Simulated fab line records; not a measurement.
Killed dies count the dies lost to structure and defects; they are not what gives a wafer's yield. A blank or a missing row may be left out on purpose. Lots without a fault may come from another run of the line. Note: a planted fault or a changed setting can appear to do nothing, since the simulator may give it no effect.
Matching of chambers / flow n5Finfet / N5_BEOL_M5_ALD_86 on aldMetal-03 has 3 sister chambers
The step deposits TaN, pulse time 2 s, purge time 3 s, co reactant purge time 2 s. 6 wafers are shown with their chamber, then 9 later ones without.

WAFERS PAIRED WITH THEIR CHAMBERS
wafer=L080.6; chamber=0; heaterPowerW (W)=386
wafer=L083.4; chamber=0; heaterPowerW (W)=400
wafer=L083.6; chamber=1; heaterPowerW (W)=435
wafer=L085.1; chamber=2; heaterPowerW (W)=417
wafer=L085.5; chamber=1; heaterPowerW (W)=419
wafer=L085.6; chamber=2; heaterPowerW (W)=411

WAFERS WITH NO CHAMBER GIVEN
wafer=L086.1; heaterPowerW (W)=392
wafer=L086.2; heaterPowerW (W)=422
wafer=L086.4; heaterPowerW (W)=401
wafer=L093.1; heaterPowerW (W)=397
wafer=L093.4; heaterPowerW (W)=419
wafer=L093.6; heaterPowerW (W)=391
wafer=L097.1; heaterPowerW (W)=404
wafer=L097.2; heaterPowerW (W)=428
wafer=L097.3; heaterPowerW (W)=427

WHICH CHAMBER EACH WENT THROUGH
wafer=L086.1; from the rows above=0; in truth=0
wafer=L086.2; from the rows above=can't be placed: 1 or 2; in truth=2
wafer=L086.4; from the rows above=can't be placed: 0 or 2 or 1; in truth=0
wafer=L093.1; from the rows above=can't be placed: 0 or 2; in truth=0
wafer=L093.4; from the rows above=can't be placed: 2 or 1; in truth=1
wafer=L093.6; from the rows above=0; in truth=0
wafer=L097.1; from the rows above=can't be placed: 2 or 0 or 1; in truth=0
wafer=L097.2; from the rows above=can't be placed: 1 or 2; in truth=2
wafer=L097.3; from the rows above=can't be placed: 1 or 2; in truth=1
2 of 9 placed correctly. From these rows, 7 cannot be placed; in 7 the true chamber is one of the candidates. Placed wrongly: 0.
How it was worked out, from the rows above alone: a wafer's distance from a chamber is the root of the sum, over the readings, of the square of ((its reading less the chamber's mean) divided by the reading's scatter). The wafer belongs to the nearest chamber; if the next one is less than 2 further off, it can't be placed. Each chamber's mean is taken over the wafers shown for it. The scatter: the root of (the sum of the squares of (reading less its chamber's mean) over the shown wafers, divided by (wafers less chambers)).
